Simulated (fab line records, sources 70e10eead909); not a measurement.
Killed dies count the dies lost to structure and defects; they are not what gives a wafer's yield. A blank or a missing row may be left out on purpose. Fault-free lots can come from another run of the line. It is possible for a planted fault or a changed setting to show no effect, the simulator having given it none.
Which of the tools did it?	flow nand harc	20 lots, 60 wafers sampled, at 6 steps of a route of 1302

== WHAT THE GAUGES READ, wafer by wafer ==
The record lacks any reading of a measuring or inspecting step that a usual standard deviation could be used to judge.

== WHICH TOOL RAN EACH LOT (tool, then ch and the chambers of the sampled wafers, then the start) ==
lot	NHARC_A_STAIRCASE_TRIM_14	NHARC_A_STAIRCASE_TRIM_24	NHARC_A_STAIRCASE_TRIM_26	NHARC_A_STAIRCASE_ETCH_27	NHARC_A_STAIRCASE_TRIM_189	NHARC_A_STAIRCASE_ETCH_197
L074	rie diel-10 ch 0,2,3, no start	rie diel-01 ch 0,1,2, no start	rie diel-01 ch 0,1, no start	rie diel-01 ch 0,1,3, no start	rie diel-10 ch 0,3, no start	rie diel-10 ch 0,1, no start
L075	rie diel-10 ch 0,2,3, no start	rie diel-01 ch 0,2,3, no start	rie diel-01 ch 0,1,3, no start	rie diel-01 ch 0,2,3, no start	rie diel-01 ch 0,1,3, no start	rie diel-06 ch 0,1,3, no start
L076	rie diel-06 ch 2,3, no start	rie diel-06 ch 2,3, no start	rie diel-06 ch 0,1,2, no start	rie diel-06 ch 0,1,2, no start	rie diel-10 ch 0,2,3, no start	rie diel-06 ch 2,3, no start
L077	rie diel-06 ch 2,3, no start	rie diel-10 ch 0,1,2, no start	rie diel-10 ch 0,1,3, no start	rie diel-10 ch 0,1, no start	rie diel-06 ch 1,2,3, no start	rie diel-10 ch 0,1,3, no start
L082	rie diel-10 ch 0,3, no start	rie diel-01 ch 2,3, no start	rie diel-01 ch 0,1,3, no start	rie diel-01 ch 1,2,3, no start	rie diel-10 ch 0,3, no start	rie diel-06 ch 0,3, no start
L078	rie diel-01 ch 0,2, no start	rie diel-01 ch 0,3, no start	rie diel-01 ch 0,2, no start	rie diel-01 ch 0,3, no start	rie diel-10 ch 1,2,3, no start	rie diel-10 ch 1,2,3, no start
L084	rie diel-10 ch 0,1, no start	rie diel-06 ch 0,1,2, no start	rie diel-06 ch 0,1,2, no start	rie diel-06 ch 1,2,3, no start	rie diel-01 ch 0,2,3, no start	rie diel-06 ch 1,2, no start
L080	rie diel-06 ch 2,3, no start	rie diel-06 ch 0,1,2, no start	rie diel-06 ch 1,2,3, no start	rie diel-06 ch 2,3, no start	rie diel-06 ch 2,3, no start	rie diel-06 ch 0,1,2, no start
L079	rie diel-10 ch 1,3, no start	rie diel-10 ch 2,3, no start	rie diel-10 ch 1,3, no start	rie diel-10 ch 1,2, no start	rie diel-01 ch 0,1,3, no start	rie diel-10 ch 0,1,3, no start
L086	rie diel-01 ch 0,2,3, no start	rie diel-10 ch 1,2,3, no start	rie diel-10 ch 0,1,2, no start	rie diel-10 ch 0,2,3, no start	rie diel-10 ch 1,2,3, no start	rie diel-06 ch 0,1,2, no start
L085	rie diel-10 ch 2,3, no start	rie diel-10 ch 0,2,3, no start	rie diel-10 ch 0,3, no start	rie diel-10 ch 0,2,3, no start	rie diel-01 ch 0,1,3, no start	rie diel-10 ch 0,1, no start
L087	rie diel-01 ch 1,3, no start	rie diel-01 ch 0,2, no start	rie diel-01 ch 2,3, no start	rie diel-01 ch 0,1,3, no start	rie diel-10 ch 2,3, no start	rie diel-06 ch 1,2, no start
L089	rie diel-01 ch 0,2,3, no start	rie diel-06 ch 0,1,2, no start	rie diel-06 ch 0,1, no start	rie diel-06 ch 1,2,3, no start	rie diel-06 ch 0,2,3, no start	rie diel-06 ch 1,2, no start
L090	rie diel-06 ch 1,2, no start	rie diel-06 ch 0,1,3, no start	rie diel-06 ch 0,3, no start	rie diel-06 ch 0,3, no start	rie diel-10 ch 0,2, no start	rie diel-10 ch 1,2, no start
L091	rie diel-06 ch 0,1, no start	rie diel-06 ch 1,2, no start	rie diel-06 ch 0,2,3, no start	rie diel-06 ch 1,2,3, no start	rie diel-06 ch 0,1,2, no start	rie diel-01 ch 0,1,3, no start
L092	rie diel-06 ch 0,1, no start	rie diel-06 ch 0,1, no start	rie diel-06 ch 1,2,3, no start	rie diel-06 ch 0,1, no start	rie diel-06 ch 0,1,2, no start	rie diel-01 ch 1,2,3, no start
L093	rie diel-10 ch 0,1,2, no start	rie diel-06 ch 1,3, no start	rie diel-06 ch 0,3, no start	rie diel-06 ch 0,1,2, no start	rie diel-01 ch 0,1,2, no start	rie diel-06 ch 1,2, no start
L096	rie diel-01 ch 0,1,3, no start	rie diel-01 ch 1,2, no start	rie diel-01 ch 0,1, no start	rie diel-01 ch 0,1,3, no start	rie diel-01 ch 0,1, no start	rie diel-06 ch 0,1,2, no start
L095	rie diel-10 ch 0,1,3, no start	rie diel-01 ch 1,2,3, no start	rie diel-01 ch 0,1, no start	rie diel-01 ch 0,3, no start	rie diel-10 ch 0,1,2, no start	rie diel-10 ch 1,2,3, no start
L097	rie diel-01 ch 0,1,2, no start	rie diel-06 ch 0,1,2, no start	rie diel-06 ch 0,1, no start	rie diel-06 ch 0,1,2, no start	rie diel-10 ch 2,3, no start	rie diel-06 ch 1,3, no start
- NHARC_A_STAIRCASE_TRIM_14: chemistry O2, time 211.2 s.
- NHARC_A_STAIRCASE_TRIM_24: chemistry O2, time 211.2 s.
- NHARC_A_STAIRCASE_TRIM_26: chemistry O2, time 211.2 s.
- NHARC_A_STAIRCASE_ETCH_27: etches the open film in C4F8/O2, target depth 100 nm, time 40.5 s.
- NHARC_A_STAIRCASE_TRIM_189: chemistry O2, time 211.2 s.
- NHARC_A_STAIRCASE_ETCH_197: etches the open film in C4F8/O2, target depth 100 nm, time 40.5 s.

== AS READ BY THE TOOLS THEMSELVES (means over the sampled wafers that have a number; for cases with no such wafer, the mark the record gives instead) ==
NHARC_A_STAIRCASE_TRIM_14. Usual: drypump motor current A 5.7 A, standard deviation 0.58; o2 flow sccm 499.9 sccm, standard deviation 1.6; oes product au 1.000 a.u., standard deviation 0.0094; rf vpp V 57.6 V, standard deviation 0.92; showerhead plenum p Torr 3.47 Torr, standard deviation 0.13; throttle valve pct 17.036 %, standard deviation 0.0078.
lot	tool	drypump motor current A (A)	o2 flow sccm (sccm)	oes product au (a.u.)	rf vpp V (V)	showerhead plenum p Torr (Torr)	throttle valve pct (%)	flag
L074	rie diel-10	5.3	500.8	1.002	57.9	3.52	17.041	
L075	rie diel-10	5.3	500.6	1.005	57.2	3.51	17.028	
L076	rie diel-06	5.8	499.2	1.002	56.9	3.39	17.038	
L077	rie diel-06	5.8	500.2	0.998	57.9	3.39	17.035	
L082	rie diel-10	5.4	498.8	1.010	57.5	3.61	17.029	
L078	rie diel-01	5.4	498.4	1.012	58.1	3.53	17.026	
L084	rie diel-10	5.5	500.2	1.004	57.3	3.38	17.043	
L080	rie diel-06	5.6	500.4	0.997	58.4	3.43	17.036	
L079	rie diel-10	5.7	499.4	0.995	57.6	3.44	17.038	
L086	rie diel-01	5.9	500.9	1.001	57.7	3.52	17.037	
L085	rie diel-10	5.3	498.7	1.006	57.6	3.59	17.031	
L087	rie diel-01	6.3	499.3	1.002	57.2	3.43	17.040	
L089	rie diel-01	5.9	498.5	1.009	57.7	3.52	17.038	
L090	rie diel-06	6.0	498.7	0.997	57.4	3.40	17.040	
L091	rie diel-06	6.6	500.8	0.994	57.2	3.46	17.031	
L092	rie diel-06	6.3	500.5	0.995	57.8	3.50	17.033	
L093	rie diel-10	5.4	500.3	1.004	57.6	3.35	17.036	
L096	rie diel-01	6.4	500.6	0.989	57.3	3.46	17.038	
L095	rie diel-10	5.5	499.0	1.008	57.1	3.46	17.033	
L097	rie diel-01	6.0	501.3	0.999	57.9	3.46	17.044	

NHARC_A_STAIRCASE_TRIM_24. Usual: drypump motor current A 5.9 A, standard deviation 0.62; o2 flow sccm 499.8 sccm, standard deviation 1.5; oes product au 1.000 a.u., standard deviation 0.0093; rf vpp V 57.8 V, standard deviation 0.9; showerhead plenum p Torr 3.46 Torr, standard deviation 0.11; throttle valve pct 17.037 %, standard deviation 0.0094.
lot	tool	drypump motor current A (A)	o2 flow sccm (sccm)	oes product au (a.u.)	rf vpp V (V)	showerhead plenum p Torr (Torr)	throttle valve pct (%)	flag
L074	rie diel-01	5.9	499.6	1.003	58.0	3.50	17.037	
L075	rie diel-01	5.9	498.3	1.013	58.8	3.54	17.031	
L076	rie diel-06	5.7	499.6	0.998	57.8	3.39	17.039	
L077	rie diel-10	5.4	500.6	1.005	57.9	3.38	17.038	
L082	rie diel-01	5.3	500.1	1.006	57.8	3.47	17.035	
L078	rie diel-01	6.4	499.1	0.996	57.5	3.53	17.030	
L084	rie diel-06	6.3	499.2	0.992	57.3	3.44	17.050	
L080	rie diel-06	6.3	500.7	0.996	57.3	3.44	17.031	
L079	rie diel-10	5.3	499.2	1.009	57.7	3.59	17.035	
L086	rie diel-10	5.4	500.2	1.006	57.4	3.46	17.042	
L085	rie diel-10	5.3	499.8	1.016	58.9	3.50	17.042	
L087	rie diel-01	6.1	499.6	1.006	58.3	3.58	17.036	
L089	rie diel-06	6.3	499.4	1.001	57.5	3.43	17.034	
L090	rie diel-06	6.1	501.4	0.996	58.2	3.48	17.041	
L091	rie diel-06	6.0	500.6	0.991	58.1	3.48	17.036	
L092	rie diel-06	6.6	498.3	1.003	58.1	3.46	17.036	
L093	rie diel-06	5.9	497.6	0.991	56.5	3.51	17.034	
L096	rie diel-01	5.3	498.8	0.987	57.6	3.41	17.051	
L095	rie diel-01	5.8	500.5	0.989	57.8	3.41	17.038	
L097	rie diel-06	6.3	499.2	0.998	58.0	3.41	17.032	

NHARC_A_STAIRCASE_TRIM_26. Usual: drypump motor current A 5.9 A, standard deviation 0.63; o2 flow sccm 499.9 sccm, standard deviation 1.5; oes product au 0.998 a.u., standard deviation 0.01; rf vpp V 57.6 V, standard deviation 0.9; showerhead plenum p Torr 3.46 Torr, standard deviation 0.11; throttle valve pct 17.036 %, standard deviation 0.0096.
lot	tool	drypump motor current A (A)	o2 flow sccm (sccm)	oes product au (a.u.)	rf vpp V (V)	showerhead plenum p Torr (Torr)	throttle valve pct (%)	flag
L074	rie diel-01	6.5	500.0	1.008	57.4	3.46	17.047	
L075	rie diel-01	6.4	500.1	1.002	58.8	3.50	17.041	
L076	rie diel-06	6.3	499.0	1.003	58.1	3.45	17.031	
L077	rie diel-10	5.5	499.7	1.011	57.1	3.49	17.034	
L082	rie diel-01	6.4	498.0	0.998	57.2	3.49	17.045	
L078	rie diel-01	5.4	499.6	1.012	57.6	3.52	17.039	
L084	rie diel-06	6.3	499.7	0.980	57.2	3.44	17.031	
L080	rie diel-06	5.8	500.7	0.992	58.5	3.46	17.037	
L079	rie diel-10	5.5	499.6	0.997	57.9	3.58	17.033	
L086	rie diel-10	5.4	500.1	1.010	57.3	3.36	17.032	
L085	rie diel-10	5.4	501.9	1.009	58.4	3.52	17.035	
L087	rie diel-01	5.3	498.1	1.002	56.5	3.47	17.037	
L089	rie diel-06	6.4	498.7	1.004	57.2	3.51	17.037	
L090	rie diel-06	6.4	500.9	0.992	58.3	3.43	17.031	
L091	rie diel-06	6.0	499.5	0.991	57.4	3.40	17.038	
L092	rie diel-06	5.9	500.2	0.993	58.3	3.44	17.043	
L093	rie diel-06	5.9	497.5	0.984	57.4	3.44	17.039	
L096	rie diel-01	6.6	499.9	0.994	58.1	3.52	17.035	
L095	rie diel-01	6.6	500.8	1.006	57.5	3.52	17.039	
L097	rie diel-06	6.4	501.5	0.995	57.9	3.49	17.041	

NHARC_A_STAIRCASE_ETCH_27. Usual: bias w 1000 W, standard deviation 3.1; oes product au 0.942 a.u., standard deviation 0.012; rf vpp V 893 V, standard deviation 4.2.
lot	tool	bias w (W)	oes product au (a.u.)	rf vpp V (V)	flag
L074	rie diel-01	998	0.946	894	
L075	rie diel-01	1002	0.956	896	
L076	rie diel-06	1001	0.946	893	
L077	rie diel-10	1000	0.954	890	
L082	rie diel-01	1002	0.948	893	
L078	rie diel-01	1002	0.956	899	
L084	rie diel-06	1001	0.951	893	
L080	rie diel-06	1001	0.946	892	
L079	rie diel-10	999	0.945	889	
L086	rie diel-10	996	0.944	894	
L085	rie diel-10	998	0.948	895	
L087	rie diel-01	996	0.949	894	
L089	rie diel-06	997	0.931	892	
L090	rie diel-06	998	0.929	894	
L091	rie diel-06	1001	0.921	893	
L092	rie diel-06	999	0.946	893	
L093	rie diel-06	1001	0.946	893	
L096	rie diel-01	999	0.935	894	
L095	rie diel-01	1001	0.935	895	
L097	rie diel-06	1000	0.955	892	

NHARC_A_STAIRCASE_TRIM_189. Usual: drypump motor current A 5.8 A, standard deviation 0.59; o2 flow sccm 499.9 sccm, standard deviation 1.5; oes product au 1.002 a.u., standard deviation 0.01; rf vpp V 57.6 V, standard deviation 0.87; showerhead plenum p Torr 3.46 Torr, standard deviation 0.12; throttle valve pct 17.036 %, standard deviation 0.0096.
lot	tool	drypump motor current A (A)	o2 flow sccm (sccm)	oes product au (a.u.)	rf vpp V (V)	showerhead plenum p Torr (Torr)	throttle valve pct (%)	flag
L074	rie diel-10	5.4	501.7	1.016	58.8	3.53	17.044	
L075	rie diel-01	6.4	500.0	1.014	57.8	3.50	17.043	
L076	rie diel-10	5.3	499.6	1.011	58.1	3.51	17.032	
L077	rie diel-06	5.8	498.8	1.000	57.0	3.46	17.029	
L082	rie diel-10	5.4	501.0	1.007	58.2	3.61	17.036	
L078	rie diel-10	5.4	499.5	1.009	57.0	3.46	17.031	
L084	rie diel-01	5.9	499.9	1.000	56.9	3.52	17.045	
L080	rie diel-06	5.6	501.3	1.001	56.9	3.43	17.034	
L079	rie diel-01	6.4	498.6	0.982	58.0	3.48	17.043	
L086	rie diel-10	5.4	498.2	1.003	57.2	3.46	17.032	
L085	rie diel-01	6.4	500.2	0.991	57.8	3.48	17.038	
L087	rie diel-10	5.2	501.1	1.010	57.4	3.47	17.040	
L089	rie diel-06	6.1	499.0	0.987	57.6	3.40	17.036	
L090	rie diel-10	5.2	498.9	1.005	56.8	3.38	17.036	
L091	rie diel-06	6.3	499.5	1.003	57.4	3.43	17.040	
L092	rie diel-06	6.3	500.0	0.997	57.6	3.43	17.036	
L093	rie diel-01	6.0	500.0	1.004	57.1	3.47	17.037	
L096	rie diel-01	6.6	501.0	1.002	56.9	3.52	17.041	
L095	rie diel-10	5.5	501.3	1.013	57.3	3.35	17.038	
L097	rie diel-10	5.3	498.8	1.014	58.5	3.58	17.036	

NHARC_A_STAIRCASE_ETCH_197. Usual: bias w 999.5 W, standard deviation 2.9; oes product au 0.949 a.u., standard deviation 0.016; rf vpp V 893 V, standard deviation 4.3.
lot	tool	bias w (W)	oes product au (a.u.)	rf vpp V (V)	flag
L074	rie diel-10	998.4	0.952	891	
L075	rie diel-06	998.0	0.936	896	
L076	rie diel-06	999.2	0.962	891	
L077	rie diel-10	1000.7	0.971	893	
L082	rie diel-06	1000.9	0.950	894	
L078	rie diel-10	1000.6	0.962	894	
L084	rie diel-06	1001.7	0.946	896	
L080	rie diel-06	997.9	0.940	893	
L079	rie diel-10	996.6	0.939	894	
L086	rie diel-06	1000.4	0.959	893	
L085	rie diel-10	1000.1	0.936	890	
L087	rie diel-06	998.7	0.960	892	
L089	rie diel-06	998.7	0.951	894	
L090	rie diel-10	999.8	0.943	889	
L091	rie diel-01	1000.6	0.973	893	
L092	rie diel-01	997.2	0.929	892	
L093	rie diel-06	999.1	0.919	893	
L096	rie diel-06	999.9	0.936	891	
L095	rie diel-10	1002.0	0.959	893	
L097	rie diel-06	999.7	0.967	893	

== THE ANSWER, worked out from the rows above alone ==
Rule: take the mean of a lot's wafers that have a number; if it is more than 3 standard deviations from the usual mean, the lot is off. A lot without any number at a reading at which 4 lots or more have one is off too. Any other lot the step has rows for is counted as sound. Order of review: gauges by route order, followed by the tools' own readings, for which a lot's mean as printed above is used. The first step at which some lot is off is used, and at that step the reading that is off furthest; a lot without a number counts as furthest.
Nothing can be told from this: no lot is off at any reading shown.

== WHAT THE SIMULATOR HAD PUT IN ==
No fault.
